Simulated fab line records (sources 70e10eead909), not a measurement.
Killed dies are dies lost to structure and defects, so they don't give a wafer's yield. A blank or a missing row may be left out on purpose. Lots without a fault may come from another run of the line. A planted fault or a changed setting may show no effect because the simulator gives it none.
Chamber matching    flow nand harc    NHARC_P_STI_ETCH_15 on rie si-05: 4 sister chambers
The step etches the open film in HBr/Cl2, target depth 300 nm, time 100.1 s. 16 wafers are shown with their chamber, then 8 later ones without.

WAFERS PAIRED WITH THEIR CHAMBERS
wafer   chamber  drypump motor current A (A)  oes product au (a.u.)  throttle valve pct (%)
L074.1  2        6.4                          1.005                  26.400
L074.5  0        5.6                          1.010                  26.402
L074.6  1        5.1                          1.000                  26.424
L076.1  3        5.3                          1.015                  26.412
L076.3  2        6.4                          1.003                  26.415
L076.5  1        5.1                          1.003                  26.423
L077.1  2        6.4                          1.012                  26.409
L077.2  3        5.4                          1.011                  26.417
L077.6  0        5.6                          1.010                  26.393
L079.3  1        5.1                          0.986                  26.410
L079.5  0        5.6                          0.999                  26.394
L079.6  3        5.3                          1.011                  26.381
L088.4  2        6.4                          0.995                  26.413
L088.5  1        5.1                          1.000                  26.393
L088.6  0        5.6                          1.003                  26.410
L092.3  0        5.6                          1.010                  26.420

SIGNATURES (means of the wafers above)
reading                  chamber 0  chamber 1  chamber 2  chamber 3  scatter within a chamber
drypump motor current A  5.600      5.100      6.400      5.333      0.0236
oes product au           1.00640    0.99725    1.00375    1.01233    0.00604
throttle valve pct       26.40380   26.41250   26.40925   26.40333   0.013
Rule: distance of a wafer from a chamber = root of the sum over the readings of ((wafer's reading minus chamber's mean) / reading's scatter) squared. If the next closest chamber is less than 2 further off than the closest, the wafer can't be placed; otherwise it belongs to the closest. The scatter: take each reading less its chamber's mean, square it, sum over the shown wafers, divide by the number of wafers less the number of chambers, and take the root.

WAFERS MISSING THEIR CHAMBER
wafer   drypump motor current A (A)  oes product au (a.u.)  throttle valve pct (%)
L092.5  5.6                          0.999                  26.411
L092.6  5.1                          1.015                  26.400
L094.2  6.4                          1.000                  26.408
L094.4  5.4                          0.995                  26.406
L094.6  6.4                          0.994                  26.416
L096.2  6.4                          0.992                  26.413
L096.3  5.4                          1.003                  26.418
L096.5  6.4                          1.001                  26.406

WHICH CHAMBER EACH ONE RAN IN
wafer   from the rows above  in truth
L092.5  0                    0
L092.6  1                    1
L094.2  2                    2
L094.4  3                    3
L094.6  2                    2
L096.2  2                    2
L096.3  3                    3
L096.5  2                    2
Correct placement for 8 of the 8. Not placeable from these rows: 0. Number placed wrongly: 0.
